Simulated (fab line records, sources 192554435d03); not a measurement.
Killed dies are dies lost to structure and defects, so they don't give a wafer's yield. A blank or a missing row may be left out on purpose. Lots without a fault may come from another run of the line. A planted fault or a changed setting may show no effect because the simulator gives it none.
Split-lot experiment | flow n5_finfet | 7 lots, 21 wafers read, on a route of 1938 steps

THE SPLIT
At N5_BEOL_M15_COAT_22 (resist thk 800 nm), the setting spin_rpm was moved away from the recipe's 1704 rpm on 8 of the 21 wafers read, by -8.6% to +10.3%. The other wafers ran this setting at the recipe's value.

FROM THE SPLIT TO THE READING: what the file shows between them, 4 steps
- N5_BEOL_M15_PEB_26: peb time 90 s (also split here: peb_time_s)
- N5_BEOL_M15_DEVELOP_27: develop time 45 s
- N5_BEOL_M15_HARDBAKE_32: time 120 s
- N5_BEOL_M15_DESCUM_33: chemistry O2, time 7.9 s

THE READING
coat_of_BEOL_M15_COAT_22.thk_nm (the simulator's own value, which no gauge read), in nm, at N5_BEOL_M15_ETCH_61 (etches BARC in N2/H2, target depth 89 nm, overetch 26.7 nm, time 67.9 s). The file gives no usual value for it. The 13 wafers here that ran the recipe average 717.0 nm, standard deviation 1.9 nm.

wafer  | tool, chamber at the split | spin_rpm as run, rpm | against the recipe | coat_of_BEOL_M15_COAT_22.thk_nm, nm | against lot-mates on the recipe
L076.1 | litho_track-01, 0          | 1704                 | recipe             | 716.4                               | -
L076.2 | litho_track-01, 0          | 1880                 | +10.3%             | 676                                 | -39.7
L076.6 | litho_track-01, 0          | 1704                 | recipe             | 715                                 | -
L074.3 | litho_track-01, 0          | 1704                 | recipe             | 717                                 | -
L074.4 | litho_track-01, 0          | 1557                 | -8.6%              | 751.6                               | +34.6
L074.6 | litho_track-01, 0          | 1557                 | -8.6%              | 752.6                               | +35.6
L078.1 | litho_track-05, 0          | 1704                 | recipe             | 714.2                               | -
L078.3 | litho_track-05, 0          | 1704                 | recipe             | 718                                 | -
L078.5 | litho_track-05, 0          | 1704                 | recipe             | 714.4                               | -
L086.3 | litho_track-05, 0          | 1654                 | -2.9%              | 727.8                               | +9.0
L086.4 | litho_track-05, 0          | 1654                 | -2.9%              | 726.2                               | +7.4
L086.5 | litho_track-05, 0          | 1704                 | recipe             | 718.8                               | -
L095.4 | litho_track-01, 0          | 1704                 | recipe             | 717                                 | -
L095.5 | litho_track-01, 0          | 1704                 | recipe             | 717.8                               | -
L095.6 | litho_track-01, 0          | 1821                 | +6.9%              | 693.8                               | -23.6
L093.4 | litho_track-05, 0          | 1704                 | recipe             | 716.6                               | -
L093.5 | litho_track-05, 0          | 1832                 | +7.5%              | 692                                 | -24.8
L093.6 | litho_track-05, 0          | 1704                 | recipe             | 717                                 | -
L097.1 | litho_track-02, 0          | 1704                 | recipe             | 721.6                               | -
L097.3 | litho_track-02, 0          | 1782                 | +4.6%              | 699.4                               | -20.0
L097.6 | litho_track-02, 0          | 1704                 | recipe             | 717.2                               | -

THE FIT
A straight line over all 21 wafers: coat_of_BEOL_M15_COAT_22.thk_nm changes by -3.82 nm for each +1% of spin_rpm; r = -0.99; the points scatter about the line by 2.1 nm.
The same after taking each lot's own level away (the mean of its wafers on the recipe; 21 wafers): -3.79 nm for each +1%; r = -0.99; scatter 2 nm.
On that fit, the largest move of spin_rpm shifts the reading by 39 nm.
The lots' own levels span 715.53 to 719.40 nm, that is 2.1 times the standard deviation above.
So the lot-to-lot level changes the slope little: the two slopes agree.
Check: with one of the wafers moved furthest among these (+10.3%) left out of the fit, the line predicts -38.7 nm for it against its lot-mates. It came out at -39.7 nm against them.

OTHER SPLITS ON THESE WAFERS
These wafers also went through other splits before the reading. Each is held against what the fit with the lots' levels taken away leaves over:
other split on the same wafers | wafers away from the commonest value | r with coat_of_BEOL_M15_COAT_22.thk_nm (lot level and that fit taken away)
N5_BEOL_M15_EXPOSE_07 dose_mj  | 5                                    | +0.10
N5_BEOL_M15_PEB_26 peb_time_s  | 6                                    | +0.21

THE WHOLE CHAIN: every reading that the file lists as answering this split, in the file's order
step                | what it does                                                            | reading                                                                          | change (the file's fit)              | r (the file's)
N5_BEOL_M15_COAT_22 | resist thk 800 nm                                                       | coat_of_BEOL_M15_COAT_22.thk_nm (the simulator's own value, which no gauge read) | -3.75 nm for each +1% of the setting | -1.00
N5_BEOL_M15_ETCH_61 | etches BARC in N2/H2, target depth 89 nm, overetch 26.7 nm, time 67.9 s | coat_of_BEOL_M15_COAT_22.thk_nm (the simulator's own value, which no gauge read) | -3.74 nm for each +1% of the setting | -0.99

THE FILE'S OWN FIT
coat_of_BEOL_M15_COAT_22.thk_nm changes by -3.74 nm for each +1% of spin_rpm, r = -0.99.
